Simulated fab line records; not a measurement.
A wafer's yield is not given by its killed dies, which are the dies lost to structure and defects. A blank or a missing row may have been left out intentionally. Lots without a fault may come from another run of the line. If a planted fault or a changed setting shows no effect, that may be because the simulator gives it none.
Chamber matching | flow n5-finfet | cmp-02 running N5_GATE_CUT_CMP_61: 4 sister chambers
The step polishes, stops on SiNx, t overpolish 3 s. 18 wafers are shown with their chamber, then 9 later ones without.

== WAFERS PAIRED WITH THEIR CHAMBERS ==
wafer  | chamber | motor-current-A (A)
L078.1 | 3       | 10.3
L078.2 | 0       | 11.9
L078.6 | 2       | 13.1
L080.1 | 1       | 14.2
L080.2 | 2       | 12.8
L080.6 | 0       | 11.1
L086.4 | 1       | 13.6
L086.5 | 1       | 13.9
L086.6 | 2       | 13.1
L087.1 | 3       | 10.6
L087.3 | 1       | 14.0
L087.5 | 0       | 11.9
L088.2 | 3       | 10.9
L088.3 | 2       | 13.4
L088.6 | 0       | 12.2
L089.3 | 2       | 13.1
L089.4 | 0       | 12.3
L089.6 | 1       | 13.9

SIGNATURES, as means of the wafers listed above
reading         | chamber 0 | chamber 1 | chamber 2 | chamber 3 | scatter within a chamber
motor-current-A | 11.880    | 13.920    | 13.100    | 10.600    | 0.32
Rule: distance of a wafer from a chamber = root of the sum over the readings of ((wafer's reading minus chamber's mean) / reading's scatter) squared. The wafer belongs to the nearest chamber; if the next one is less than 2 further off, it can't be placed. The scatter is the square root of a quotient: the sum, over the shown wafers, of each reading's squared deviation from its chamber's mean, divided by wafers minus chambers.

== WAFERS WITHOUT THEIR CHAMBER ==
wafer  | motor-current-A (A)
L094.2 | 13.6
L094.5 | 12.8
L094.6 | 11.8
L096.4 | 13.2
L096.5 | 13.9
L096.6 | 13.3
L097.1 | 11.0
L097.2 | 13.9
L097.5 | 13.6

== EACH ONE'S CHAMBER ==
wafer  | from the rows above     | in truth
L094.2 | can't be placed: 1 or 2 | 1
L094.5 | can't be placed: 2 or 0 | 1
L094.6 | 0                       | 0
L096.4 | can't be placed: 2 or 1 | 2
L096.5 | 1                       | 1
L096.6 | can't be placed: 2 or 1 | 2
L097.1 | can't be placed: 3 or 0 | 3
L097.2 | 1                       | 1
L097.5 | can't be placed: 1 or 2 | 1
Correctly placed: 3 of 9. Can't be placed from these rows: 6 (the true chamber is among the candidates in 5). Number placed wrongly: 0.
